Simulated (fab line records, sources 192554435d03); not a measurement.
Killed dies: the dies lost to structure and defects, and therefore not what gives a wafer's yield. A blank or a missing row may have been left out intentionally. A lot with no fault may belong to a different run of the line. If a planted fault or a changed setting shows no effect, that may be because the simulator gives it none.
A struck lot beside a sound one + flow n5 finfet + 16 steps out of a route of 1938
Sound: wafers L167.2, L167.3, L167.4. Struck: wafer L181.1 (left out: L181.6, a lot-mate that was not struck); the cause follows at the end.
For every step that has rows: the tool of each side, followed by ch and its chambers, followed by its first start. Under that, the readings that differ: sound wafers + struck wafers + difference of the means + sigmas: that difference in standard deviations of wafers without a fault.
alike: words and numbers the same on both sides, and readings whose means are apart by under 2 such deviations; not compared: readings that were withheld, readings missing a value for some wafer, numbers with overlapping values and no deviation given by the record, and bounds like >300 which may hide the same value.
The two part at a step that has a row with sigmas, a row that says differs or no value, or rows on one side only. When numbers do not overlap yet have no deviation, they are printed without sigmas and do not part them. A reading that every wafer of one side lacks parts them only if that side has two wafers or more.

first, 1 step without rows for these wafers: N5_BEOL_M1_SPUTTER_92 (material Cu, target thk 4.5 nm, time 8.29 s).
N5_BEOL_M1_ANNEAL_93: time 240 s.
  sound on pvd sputter-02, day 7 02:29; struck on pvd sputter-01, day 10 15:07
  alike: heater power w
then, 1 step without rows for these wafers: N5_BEOL_M1_SPUTTER_94 (material Cu, target thk 4.5 nm, time 8.29 s).
N5_BEOL_M1_ANNEAL_95: time 240 s.
  sound on pvd sputter-02, day 7 02:42; struck on pvd sputter-01, day 10 15:20
  alike: heater power w
N5_BEOL_M1_SPUTTER_96: material Cu, target thk 4.5 nm, time 8.29 s.
  sound on pvd sputter-02, day 7 02:50; struck on pvd sputter-01, day 10 15:29
  alike: throttle valve pct
then, 1 step without rows for these wafers: N5_BEOL_M1_ECD_50 (material Cu, target thk 300 nm).
N5_BEOL_M1_ANNEAL_51: time 90 s.
  sound on rtp anneal-02 ch 0, day 7 03:06; struck on rtp anneal-01 ch 0, day 10 15:41
  alike: wafer_temp_C_max
then, 1 step without rows for these wafers: N5_BEOL_M1_CMP_52 (polishes, stops on SiOC, t overpolish 6.8 s, target thk 40 nm).
N5_BEOL_M1_THK_MEAS_53: measures by xrf.
  sound on film metro-01, day 7 03:38; struck on film metro-01, day 10 16:16
  alike: M1_THK
N5_BEOL_M1_PRE_CLEAN_60: time 15 s.
  sound on cvd co-02 ch 0,1,2, day 7 03:41; struck on cvd co-01 ch 1, day 10 16:24
| reading            | sound    | struck | difference | sigmas |
|--------------------|----------|--------|------------|--------|
| heater power w (W) | 90 88 64 | 117    | +36        | +2     |
  not compared: since wet clean h
then, 2 steps without rows for these wafers: N5_BEOL_M1_CO_CAP_55 (material Co, precursor CCTBA/H2, target thk 2 nm, time 102.1 s); N5_BEOL_M1_PRE_CLEAN_56 (time 15 s).
N5_BEOL_M1_DEP_57: deposits SiCN from 3MS/NH3, target thk 8 nm, time 14 s.
  sound on pecvd-04 ch 0,2, day 7 03:51; struck on pecvd-03 ch 2, day 10 16:34
| reading                                  | sound       | struck | difference | sigmas |
|------------------------------------------|-------------|--------|------------|--------|
| model.SiCN_of_BEOL_M1_DEP_57.thk nm (nm) | 7.8 7.8 7.8 | 8.2    | +0.4       |        |
  alike: showerhead plenum p Torr, throttle valve pct
  not compared: since wet clean h
N5_BEOL_M1_RS_MEAS_58: uses a four-point probe to measure.
  sound on film metro-01, day 7 03:56; struck on film metro-02, day 10 16:37
  alike: M1_RS
-- here the record skips 2 days between the struck wafers' starts before and after, leaving off in module BEOL_M1 and picking up in module BEOL_M4 (first step shown: number 1111 of the route) --
N5_BEOL_M4_RC_MEAS_101:
  sound on prober-02 ch 0, day 9 16:38; struck on prober-01 ch 0, day 12 23:56
| reading       | sound          | struck | difference | sigmas |
|---------------|----------------|--------|------------|--------|
| SS_N (mV/dec) | 71.6 71.4 71.2 | 72.5   | +1.1       | +2     |
  alike: DIBL_N, DIBL_P, IOFF_N, IOFF_P, ION_N, ION_P, SS_P, VT_N, VT_P
-- the record jumps here: 4 days lie between the struck wafers' starts before and after (it left off in module BEOL_M4 and takes up again in module PASSIVATION, whose first step shown is number 1936 of the route) --
N5_PASSIVATION_PROBE_49:
  record: rows for the struck wafers here (prober-02, day 17 08:41), none for the sound ones

WHERE THEY PART
Earliest at N5_BEOL_M1_PRE_CLEAN_60; latest, in this record, at N5_PASSIVATION_PROBE_49.

WHY: what had been put in by the simulator
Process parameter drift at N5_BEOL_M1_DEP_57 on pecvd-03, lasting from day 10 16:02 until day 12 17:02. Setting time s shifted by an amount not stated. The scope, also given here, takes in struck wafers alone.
